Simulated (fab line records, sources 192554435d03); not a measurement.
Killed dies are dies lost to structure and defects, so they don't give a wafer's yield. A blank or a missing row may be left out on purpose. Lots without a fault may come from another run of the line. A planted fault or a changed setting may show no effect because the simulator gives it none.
Chamber matching | flow n5_finfet | N5_GATE_CUT_DESCUM_18 on rie_diel-03: 4 sister chambers
The step chemistry O2, time 7 s. 8 wafers are shown with their chamber, then 11 later ones without.

WAFERS WITH THEIR CHAMBER
wafer  | chamber | showerhead_plenum_p_Torr (Torr) | throttle_valve_pct (%)
L080.6 | 3       | 2.03                            | 20.41
L081.2 | 0       | 2.01                            | 20.56
L081.3 | 1       | 2.14                            | 20.48
L081.4 | 2       | 2.00                            | 20.33
L086.2 | 1       | 2.14                            | 20.49
L086.3 | 2       | 2.00                            | 20.35
L086.6 | 0       | 2.01                            | 20.57
L090.1 | 3       | 2.02                            | 20.43

WAFERS WITHOUT THEIR CHAMBER
wafer  | showerhead_plenum_p_Torr (Torr) | throttle_valve_pct (%)
L090.3 | 2.00                            | 20.35
L090.4 | 2.00                            | 20.58
L094.1 | 2.00                            | 20.61
L094.5 | 2.00                            | 20.37
L094.6 | 2.14                            | 20.10
L096.1 | 1.99                            | 20.37
L096.4 | 2.00                            | 20.60
L096.5 | 2.02                            | 20.46
L097.1 | 2.00                            | 20.61
L097.3 | 1.99                            | 20.36
L097.5 | 2.14                            | 20.13

WHICH CHAMBER EACH WENT THROUGH
wafer  | from the rows above | in truth
L090.3 | 2                   | 2
L090.4 | 0                   | 0
L094.1 | 0                   | 0
L094.5 | 2                   | 2
L094.6 | 1                   | 1
L096.1 | 2                   | 2
L096.4 | 0                   | 0
L096.5 | 3                   | 3
L097.1 | 0                   | 0
L097.3 | 2                   | 2
L097.5 | 1                   | 1
Placed correctly: 11 of 11. Can't be placed from these rows: 0. Placed wrongly: 0.
How it was worked out, from the rows above alone: a wafer's distance from a chamber is the root of the sum, over the readings, of the square of ((its reading less the chamber's mean) divided by the reading's scatter). The wafer belongs to the nearest chamber; if the next one is less than 2 further off, it can't be placed. A chamber's mean is the mean of its shown wafers. The scatter: the root of (the sum of the squares of (reading less its chamber's mean) over the shown wafers, divided by (wafers less chambers)).
